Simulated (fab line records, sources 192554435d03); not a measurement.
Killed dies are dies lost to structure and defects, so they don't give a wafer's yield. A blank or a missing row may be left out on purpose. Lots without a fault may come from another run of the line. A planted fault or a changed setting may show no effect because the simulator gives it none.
Which tool did it? | flow n5_finfet | 11 lots, 33 wafers sampled, at 2 steps of a route of 1938

WHAT THE GAUGES READ, wafer by wafer
N5_BEOL_M14_INSPECT_55: inspects for defects (darkfield).
lot  | measured     | on                | raw_defect_count
L944 | day 10 17:14 | defect_inspect-01 | 31 75 40
L946 | day 11 12:06 | defect_inspect-01 | 77 98 158
L947 | day 11 23:34 | defect_inspect-01 | 63 65 83
L948 | day 12 11:48 | defect_inspect-02 | 61 68 63
L951 | day 12 16:25 | defect_inspect-01 | 85 95 139
L950 | day 12 17:59 | defect_inspect-01 | 25 33 42
L956 | day 13 19:47 | defect_inspect-02 | 33 67 59
L958 | day 15 05:07 | defect_inspect-02 | 32 54 53
L963 | day 16 02:35 | defect_inspect-01 | 48 57 59
L964 | day 16 08:26 | defect_inspect-02 | 77 108 116
L965 | day 16 12:28 | defect_inspect-02 | 99 54 90

WHICH TOOL RAN EACH LOT (tool, then ch and the chambers of the sampled wafers, then the start)
lot  | N5_BEOL_M14_SPUTTER_43
L944 | pvd_sputter-02, day 10 16:01
L946 | pvd_sputter-01, day 11 10:50
L947 | pvd_sputter-03, day 11 22:19
L948 | pvd_sputter-01, day 12 10:20
L951 | pvd_sputter-02, day 12 15:12
L950 | pvd_sputter-02, day 12 16:07
L956 | pvd_sputter-03, day 13 17:13
L958 | pvd_sputter-03, day 15 03:25
L963 | pvd_sputter-01, day 16 01:21
L964 | pvd_sputter-03, day 16 07:14
L965 | pvd_sputter-01, day 16 11:15
- N5_BEOL_M14_SPUTTER_43: material TaN, target thk 15 nm, time 24.19 s.

WHAT THE TOOLS THEMSELVES READ (means of the sampled wafers that have a number; where no wafer has one, the mark that the record gives instead)
N5_BEOL_M14_SPUTTER_43.
lot  | tool           | bias_v (V) | throttle_valve_pct (%)
L944 | pvd_sputter-02 | 169.2      | 29.8
L946 | pvd_sputter-01 | 170.4      | 29.8
L947 | pvd_sputter-03 | 169.5      | 29.5
L948 | pvd_sputter-01 | 170.5      | 29.6
L951 | pvd_sputter-02 | 168.5      | 29.8
L950 | pvd_sputter-02 | 167.4      | 29.7
L956 | pvd_sputter-03 | 169.6      | 29.2
L958 | pvd_sputter-03 | 169.0      | 29.5
L963 | pvd_sputter-01 | 170.9      | 30.6
L964 | pvd_sputter-03 | 169.2      | 30.0
L965 | pvd_sputter-01 | 167.0      | 29.7

THE ANSWER, worked out from the rows above alone
Rule: what is usual is taken from the lots themselves. Put in order of their means at a reading, lots are off if they are a third of the lots or fewer, leave a main group of 4 or more, and stand apart from it by a gap of 3 or more times the standard deviation of the main group's means; of several such gaps the widest counts. A main group whose means are all the same, to the digits that the tables above print for the reading, isn't used. A lot without any number at a reading at which 4 lots or more have one is off too. The other lots that the step has rows for count as sound. The gauges are gone through in route order, then the tools' own readings, and for those a lot's mean is taken as printed above. The first step at which some lot is off is used, and at that step the reading that is off furthest; a lot without a number counts as furthest.
No lot is off at any reading shown: from this, nothing can be told.

WHAT THE SIMULATOR HAD PUT IN
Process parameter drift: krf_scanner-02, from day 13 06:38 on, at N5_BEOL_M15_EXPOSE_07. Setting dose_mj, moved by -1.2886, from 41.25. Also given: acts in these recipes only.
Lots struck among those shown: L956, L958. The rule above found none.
